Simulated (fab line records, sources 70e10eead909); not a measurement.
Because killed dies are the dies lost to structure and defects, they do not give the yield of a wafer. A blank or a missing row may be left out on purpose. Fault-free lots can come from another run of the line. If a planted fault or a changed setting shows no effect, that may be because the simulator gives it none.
Chamber matching -- flow nand-harc -- rie-diel-06 running NHARC_P_M0_STRIP_18: 4 sister chambers
The step strips in N2/H2. 20 wafers are shown with their chamber, then 10 later ones without.

## WAFERS, EACH WITH ITS CHAMBER
wafer,chamber,drypump-motor-current-A (A),oes-product-au (a.u.),rf-vpp-V (V)
L075.2,1,4.8,1.013,91.6
L075.5,0,6.4,0.994,91.3
L075.6,3,6.8,1.005,91.0
L074.2,3,6.8,0.997,91.0
L074.3,1,4.8,1.015,91.0
L074.4,0,6.4,0.996,90.6
L078.2,0,6.4,1.005,90.1
L078.3,1,4.8,1.007,91.0
L078.4,3,6.8,0.996,91.5
L083.1,2,5.7,1.005,90.5
L083.5,3,6.8,0.986,91.4
L083.6,2,5.8,0.998,90.5
L084.1,3,6.7,0.997,91.0
L084.2,0,6.4,0.992,91.0
L084.3,2,5.7,1.004,90.1
L088.1,0,6.4,0.992,90.5
L088.2,1,4.8,1.010,88.8
L088.3,2,5.8,0.997,90.1
L086.1,0,6.4,0.999,90.9
L086.2,2,5.8,0.992,90.5

SIGNATURES (averages over the wafers above)
reading,chamber 0,chamber 1,chamber 2,chamber 3,scatter within a chamber
drypump-motor-current-A,6.400,4.800,5.760,6.780,0.0354
oes-product-au,0.99633,1.01125,0.99920,0.99620,0.00536
rf-vpp-V,90.733,90.600,90.340,91.180,0.607
Rule: a wafer's distance from a chamber is the root of the sum, over the readings, of the square of ((its reading less the chamber's mean) divided by the reading's scatter). The wafer belongs to the nearest chamber; if the next one is less than 2 further off, it can't be placed. The scatter: take each reading less its chamber's mean, square it, sum over the shown wafers, divide by the number of wafers less the number of chambers, and take the root.

## WAFERS WITHOUT THEIR CHAMBER
wafer,drypump-motor-current-A (A),oes-product-au (a.u.),rf-vpp-V (V)
L086.6,4.8,1.002,89.5
L090.3,5.7,0.998,91.3
L090.4,6.4,1.000,89.7
L090.6,4.8,0.993,90.5
L092.3,6.4,1.003,91.4
L092.5,5.8,1.000,90.0
L092.6,4.8,0.995,90.7
L094.1,4.8,1.000,89.9
L094.2,5.8,0.994,92.4
L094.3,6.7,0.983,90.7

## EACH ONE'S CHAMBER
wafer,from the rows above,in truth
L086.6,1,1
L090.3,2,2
L090.4,0,0
L090.6,1,1
L092.3,0,0
L092.5,2,2
L092.6,1,1
L094.1,1,1
L094.2,2,2
L094.3,3,3
Correctly placed: 10 of 10. Can't be placed from these rows: 0. Wrongly placed: 0.
